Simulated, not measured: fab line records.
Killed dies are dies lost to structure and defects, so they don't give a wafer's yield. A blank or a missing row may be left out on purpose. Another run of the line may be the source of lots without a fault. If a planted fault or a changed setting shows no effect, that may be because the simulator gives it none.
The tool behind it: which one? :: flow n5-finfet :: 10 lots, 30 wafers sampled, at 5 steps of a route of 1938

## WHAT THE GAUGES SHOWED, per wafer
N5_DUMMY_GATE_INSPECT_27: inspects for defects (brightfield). Usual: raw-defect-count reads 282 (standard deviation 69).
lot: L785
measured: day 3 04:40
on: defect-inspect-01
raw-defect-count: 302 255 448
flag: 

lot: L786
measured: day 3 06:49
on: defect-inspect-01
raw-defect-count: 287 250 252
flag: 

lot: L790
measured: day 4 06:04
on: defect-inspect-02
raw-defect-count: 228 330 286
flag: 

lot: L791
measured: day 4 13:12
on: defect-inspect-02
raw-defect-count: 235 221 199
flag: 

lot: L792
measured: day 4 17:48
on: defect-inspect-02
raw-defect-count: 389 247 229
flag: 

lot: L797
measured: day 5 23:12
on: defect-inspect-01
raw-defect-count: 251 349 247
flag: 

lot: L800
measured: day 6 17:50
on: defect-inspect-01
raw-defect-count: 264 305 206
flag: 

lot: L801
measured: day 7 01:32
on: defect-inspect-01
raw-defect-count: 383 373 348
flag: 

lot: L802
measured: day 7 05:10
on: defect-inspect-02
raw-defect-count: 202 162 144
flag: 

lot: L806
measured: day 8 08:32
on: defect-inspect-01
raw-defect-count: 256 184 233
flag: 

N5_BEOL_M4_RC_MEAS_101. Usual: DIBL_N 35.8 mV/V, standard deviation 1.4; DIBL_P 35.8 mV/V, standard deviation 1.6; IOFF_N 0.152 nA/um, standard deviation 0.021; IOFF_P 0.204 nA/um, standard deviation 0.027; ION_N 672 uA/um, standard deviation 8.7; ION_P 461 uA/um, standard deviation 6.2; SS_N 71.5 mV/dec, standard deviation 0.54; SS_P 73.1 mV/dec, standard deviation 0.57; VT_N 250.0 mV, standard deviation 2.5; VT_P -250.6 mV, standard deviation 2.7.
lot: L785
measured: day 8 16:16
on: prober-01
DIBL_N (mV/V): 35.2 33.2 34.6
DIBL_P (mV/V): 35.6 33.7 34.7
IOFF_N (nA/um): 0.168 0.141 0.152
IOFF_P (nA/um): 0.230 0.197 0.206
ION_N (uA/um): 678 680 673
ION_P (uA/um): 466 463 463
SS_N (mV/dec): 71.2 70.2 71.4
SS_P (mV/dec): 72.4 72.3 73.0
VT_N (mV): 247.5 251.0 249.4
VT_P (mV): -248.2 -248.5 -247.2
flag: 

lot: L786
measured: day 9 00:26
on: prober-01
DIBL_N (mV/V): 36.7 35.8 35.3
DIBL_P (mV/V): 38.0 37.4 36.7
IOFF_N (nA/um): 0.175 0.163 0.156
IOFF_P (nA/um): 0.212 0.192 0.185
ION_N (uA/um): 683 692 680
ION_P (uA/um): 463 462 461
SS_N (mV/dec): 72.8 72.6 72.0
SS_P (mV/dec): 73.2 72.9 72.8
VT_N (mV): 251.0 249.6 250.9
VT_P (mV): -252.0 -252.6 -254.4
flag: 

lot: L790
measured: day 9 15:29
on: prober-01
DIBL_N (mV/V): 36.1 35.1 35.7
DIBL_P (mV/V): 38.4 36.2 37.7
IOFF_N (nA/um): 0.167 0.140 0.160
IOFF_P (nA/um): 0.224 0.187 0.219
ION_N (uA/um): 683 663 672
ION_P (uA/um): 465 452 467
SS_N (mV/dec): 71.4 71.5 71.5
SS_P (mV/dec): 73.3 72.1 72.7
VT_N (mV): 250.7 252.5 250.2
VT_P (mV): -252.5 -252.6 -250.2
flag: 

lot: L791
measured: day 9 23:45
on: prober-02
DIBL_N (mV/V): 36.8 34.2 36.4
DIBL_P (mV/V): 37.3 34.0 37.8
IOFF_N (nA/um): 0.168 0.117 0.171
IOFF_P (nA/um): 0.235 0.185 0.241
ION_N (uA/um): 688 671 680
ION_P (uA/um): 473 464 470
SS_N (mV/dec): 71.8 70.6 72.0
SS_P (mV/dec): 74.4 73.1 73.7
VT_N (mV): 249.5 252.3 249.9
VT_P (mV): -250.4 -251.4 -248.4
flag: 

lot: L792
measured: day 10 09:29
on: prober-02
DIBL_N (mV/V): 36.6 36.0 33.9
DIBL_P (mV/V): 37.1 37.2 34.4
IOFF_N (nA/um): 0.160 0.155 0.123
IOFF_P (nA/um): 0.233 0.227 0.188
ION_N (uA/um): 679 671 679
ION_P (uA/um): 465 467 468
SS_N (mV/dec): 71.1 71.5 71.0
SS_P (mV/dec): 72.5 73.1 72.1
VT_N (mV): 248.2 247.8 251.9
VT_P (mV): -248.4 -247.3 -248.1
flag: 

lot: L797
measured: day 11 01:29
on: prober-01
DIBL_N (mV/V): 36.2 35.8 35.5
DIBL_P (mV/V): 36.1 35.8 34.8
IOFF_N (nA/um): 0.148 0.143 0.141
IOFF_P (nA/um): 0.185 0.178 0.175
ION_N (uA/um): 660 672 667
ION_P (uA/um): 450 460 459
SS_N (mV/dec): 71.7 71.3 71.3
SS_P (mV/dec): 73.4 73.4 73.7
VT_N (mV): 250.4 250.5 252.3
VT_P (mV): -254.4 -254.1 -250.3
flag: 

lot: L800
measured: day 12 05:31
on: prober-01
DIBL_N (mV/V): 38.6 38.7 38.4
DIBL_P (mV/V): 36.3 37.7 36.6
IOFF_N (nA/um): 0.179 0.189 0.187
IOFF_P (nA/um): 0.204 0.214 0.213
ION_N (uA/um): 673 679 678
ION_P (uA/um): 459 462 456
SS_N (mV/dec): 72.2 71.7 72.4
SS_P (mV/dec): 73.7 73.7 74.0
VT_N (mV): 247.4 246.5 247.7
VT_P (mV): -250.7 -251.5 -249.0
flag: 

lot: L801
measured: day 12 05:37
on: prober-02
DIBL_N (mV/V): 34.4 34.2 34.6
DIBL_P (mV/V): 35.1 34.7 34.9
IOFF_N (nA/um): 0.130 0.122 0.126
IOFF_P (nA/um): 0.181 0.163 0.170
ION_N (uA/um): 669 657 659
ION_P (uA/um): 459 454 455
SS_N (mV/dec): 71.3 70.9 71.3
SS_P (mV/dec): 72.5 72.5 72.5
VT_N (mV): 252.1 253.9 254.7
VT_P (mV): -254.1 -255.6 -256.3
flag: 

lot: L802
measured: day 12 10:43
on: prober-02
DIBL_N (mV/V): 36.3 36.6 37.8
DIBL_P (mV/V): 33.7 34.8 36.4
IOFF_N (nA/um): 0.125 0.138 0.153
IOFF_P (nA/um): 0.179 0.205 0.223
ION_N (uA/um): 666 664 669
ION_P (uA/um): 450 463 467
SS_N (mV/dec): 71.3 70.9 71.6
SS_P (mV/dec): 72.8 73.0 72.8
VT_N (mV): 251.2 248.9 249.4
VT_P (mV): -251.7 -248.7 -248.9
flag: 

lot: L806
measured: day 13 20:19
on: prober-01
DIBL_N (mV/V): 37.1 37.5 37.0
DIBL_P (mV/V): 36.6 37.4 37.1
IOFF_N (nA/um): 0.175 0.194 0.192
IOFF_P (nA/um): 0.236 0.260 0.255
ION_N (uA/um): 681 680 692
ION_P (uA/um): 469 468 478
SS_N (mV/dec): 71.5 71.4 70.6
SS_P (mV/dec): 73.4 74.0 73.7
VT_N (mV): 250.5 246.3 244.7
VT_P (mV): -247.9 -245.3 -246.4
flag: 

## EACH LOT AND THE TOOL THAT RAN IT (in order: tool; ch and the chambers of the sampled wafers; start)
lot: L785
N5_DUMMY_GATE_ETCH_23: rie-si-02 ch 0,1,2, day 3 04:11
N5_SPACER0_ALD_07: ald-sin-03 ch 0,3, day 3 05:01
N5_SD_EPI_N_COAT_33: litho-track-02 ch 0, day 3 05:37

lot: L786
N5_DUMMY_GATE_ETCH_23: rie-si-01 ch 1,2, day 3 06:21
N5_SPACER0_ALD_07: ald-sin-04 ch 0,2, day 3 07:01
N5_SD_EPI_N_COAT_33: litho-track-05 ch 0, day 3 07:37

lot: L790
N5_DUMMY_GATE_ETCH_23: rie-si-02 ch 0,3, day 4 05:37
N5_SPACER0_ALD_07: ald-sin-01 ch 0,1,3, day 4 06:05
N5_SD_EPI_N_COAT_33: litho-track-05 ch 0, day 4 06:42

lot: L791
N5_DUMMY_GATE_ETCH_23: rie-si-05 ch 0,2,3, day 4 12:43
N5_SPACER0_ALD_07: ald-sin-04 ch 0,1,3, day 4 13:14
N5_SD_EPI_N_COAT_33: litho-track-05 ch 0, day 4 13:50

lot: L792
N5_DUMMY_GATE_ETCH_23: rie-si-01 ch 1,2,3, day 4 17:20
N5_SPACER0_ALD_07: ald-sin-03 ch 0,1,3, day 4 17:50
N5_SD_EPI_N_COAT_33: litho-track-05 ch 0, day 4 18:26

lot: L797
N5_DUMMY_GATE_ETCH_23: rie-si-02 ch 1,2,3, day 5 22:45
N5_SPACER0_ALD_07: ald-sin-03 ch 2,3, day 5 23:14
N5_SD_EPI_N_COAT_33: litho-track-05 ch 0, day 5 23:52

lot: L800
N5_DUMMY_GATE_ETCH_23: rie-si-05 ch 0,1,2, day 6 17:15
N5_SPACER0_ALD_07: ald-sin-03 ch 0,2, day 6 17:52
N5_SD_EPI_N_COAT_33: litho-track-02 ch 0, day 6 18:28

lot: L801
N5_DUMMY_GATE_ETCH_23: rie-si-05 ch 0,2,3, day 7 01:05
N5_SPACER0_ALD_07: ald-sin-03 ch 0,1,3, day 7 02:21
N5_SD_EPI_N_COAT_33: litho-track-02 ch 0, day 7 02:57

lot: L802
N5_DUMMY_GATE_ETCH_23: rie-si-05 ch 0,2, day 7 04:43
N5_SPACER0_ALD_07: ald-sin-03 ch 0,3, day 7 05:25
N5_SD_EPI_N_COAT_33: litho-track-02 ch 0, day 7 06:01

lot: L806
N5_DUMMY_GATE_ETCH_23: rie-si-01 ch 1,3, day 8 08:05
N5_SPACER0_ALD_07: ald-sin-03 ch 0,1,2, day 8 08:34
N5_SD_EPI_N_COAT_33: litho-track-02 ch 0, day 8 09:10
- N5_DUMMY_GATE_ETCH_23: etches poly-Si in HBr/Cl2/O2, target depth 41 nm, time 22.3 s.
- N5_SPACER0_ALD_07: deposits SiNx, target thk 2 nm.
- N5_SD_EPI_N_COAT_33: time 60 s, resist thk 35 nm.

## AS READ BY THE TOOLS THEMSELVES (means over the sampled wafers that have a number; for cases with no such wafer, the mark the record gives instead)
N5_DUMMY_GATE_ETCH_23. Usual: drypump-motor-current-A 5.7 A, standard deviation 0.38; oes-product-au 1.000 a.u., standard deviation 0.02; throttle-valve-pct 37.16 %, standard deviation 0.22.
lot: L785
tool: rie-si-02
drypump-motor-current-A (A): 5.8
oes-product-au (a.u.): 0.986
throttle-valve-pct (%): 37.06
flag: 

lot: L786
tool: rie-si-01
drypump-motor-current-A (A): 5.5
oes-product-au (a.u.): 1.013
throttle-valve-pct (%): 37.15
flag: 

lot: L790
tool: rie-si-02
drypump-motor-current-A (A): 5.5
oes-product-au (a.u.): 1.002
throttle-valve-pct (%): 37.09
flag: 

lot: L791
tool: rie-si-05
drypump-motor-current-A (A): 5.7
oes-product-au (a.u.): 1.008
throttle-valve-pct (%): 37.26
flag: 

lot: L792
tool: rie-si-01
drypump-motor-current-A (A): 5.7
oes-product-au (a.u.): 0.999
throttle-valve-pct (%): 37.14
flag: 

lot: L797
tool: rie-si-02
drypump-motor-current-A (A): 5.7
oes-product-au (a.u.): 0.996
throttle-valve-pct (%): 37.08
flag: 

lot: L800
tool: rie-si-05
drypump-motor-current-A (A): 5.6
oes-product-au (a.u.): 0.989
throttle-valve-pct (%): 37.36
flag: 

lot: L801
tool: rie-si-05
drypump-motor-current-A (A): 5.7
oes-product-au (a.u.): 1.002
throttle-valve-pct (%): 37.26
flag: 

lot: L802
tool: rie-si-05
drypump-motor-current-A (A): 5.4
oes-product-au (a.u.): 0.981
throttle-valve-pct (%): 37.41
flag: 

lot: L806
tool: rie-si-01
drypump-motor-current-A (A): 5.9
oes-product-au (a.u.): 0.998
throttle-valve-pct (%): 37.17
flag: 

N5_SPACER0_ALD_07. Usual: heater-power-w reads 833 W (standard deviation 98).
lot: L785
tool: ald-sin-03
heater-power-w (W): 889
flag: 

lot: L786
tool: ald-sin-04
heater-power-w (W): 760
flag: 

lot: L790
tool: ald-sin-01
heater-power-w (W): 908
flag: 

lot: L791
tool: ald-sin-04
heater-power-w (W): 835
flag: 

lot: L792
tool: ald-sin-03
heater-power-w (W): 807
flag: 

lot: L797
tool: ald-sin-03
heater-power-w (W): 859
flag: 

lot: L800
tool: ald-sin-03
heater-power-w (W): 907
flag: 

lot: L801
tool: ald-sin-03
heater-power-w (W): 820
flag: 

lot: L802
tool: ald-sin-03
heater-power-w (W): 898
flag: 

lot: L806
tool: ald-sin-03
heater-power-w (W): 816
flag: 

N5_SD_EPI_N_COAT_33. Usual: spin-speed-rpm reads 1499.7 rpm (standard deviation 1.1).
lot: L785
tool: litho-track-02
spin-speed-rpm (rpm): 1500.0
flag: 

lot: L786
tool: litho-track-05
spin-speed-rpm (rpm): 1501.0
flag: 

lot: L790
tool: litho-track-05
spin-speed-rpm (rpm): 1499.4
flag: 

lot: L791
tool: litho-track-05
spin-speed-rpm (rpm): 1499.6
flag: 

lot: L792
tool: litho-track-05
spin-speed-rpm (rpm): 1499.6
flag: 

lot: L797
tool: litho-track-05
spin-speed-rpm (rpm): 1499.6
flag: 

lot: L800
tool: litho-track-02
spin-speed-rpm (rpm): 1500.2
flag: 

lot: L801
tool: litho-track-02
spin-speed-rpm (rpm): 1431.7
flag: OFF

lot: L802
tool: litho-track-02
spin-speed-rpm (rpm): 1430.7
flag: OFF

lot: L806
tool: litho-track-02
spin-speed-rpm (rpm): 1430.4
flag: OFF

## THE ANSWER, worked out from the rows above alone
Rule: lot off if the mean of its wafers having a number is beyond 3 standard deviations from the usual mean. Also off: a lot with no number at a reading for which 4 or more lots have one. Any other lot the step has rows for is counted as sound. First the gauges in route order, then the tools' own readings, where a lot's mean is used as printed above. The first step at which some lot is off is used, and at that step the reading that is off furthest; a lot without a number counts as furthest.
Off: L801, L802, L806, at N5_SD_EPI_N_COAT_33 (spin-speed-rpm).
A tool fits if, at that step or a process step before it, it ran every lot that is off, and no sound lot after the first of them. 2 tools fit, ald-sin-03 at N5_SPACER0_ALD_07 and litho-track-02 at N5_SD_EPI_N_COAT_33, so this cannot tell which one it is.

## WHAT HAD BEEN PUT IN BY THE SIMULATOR
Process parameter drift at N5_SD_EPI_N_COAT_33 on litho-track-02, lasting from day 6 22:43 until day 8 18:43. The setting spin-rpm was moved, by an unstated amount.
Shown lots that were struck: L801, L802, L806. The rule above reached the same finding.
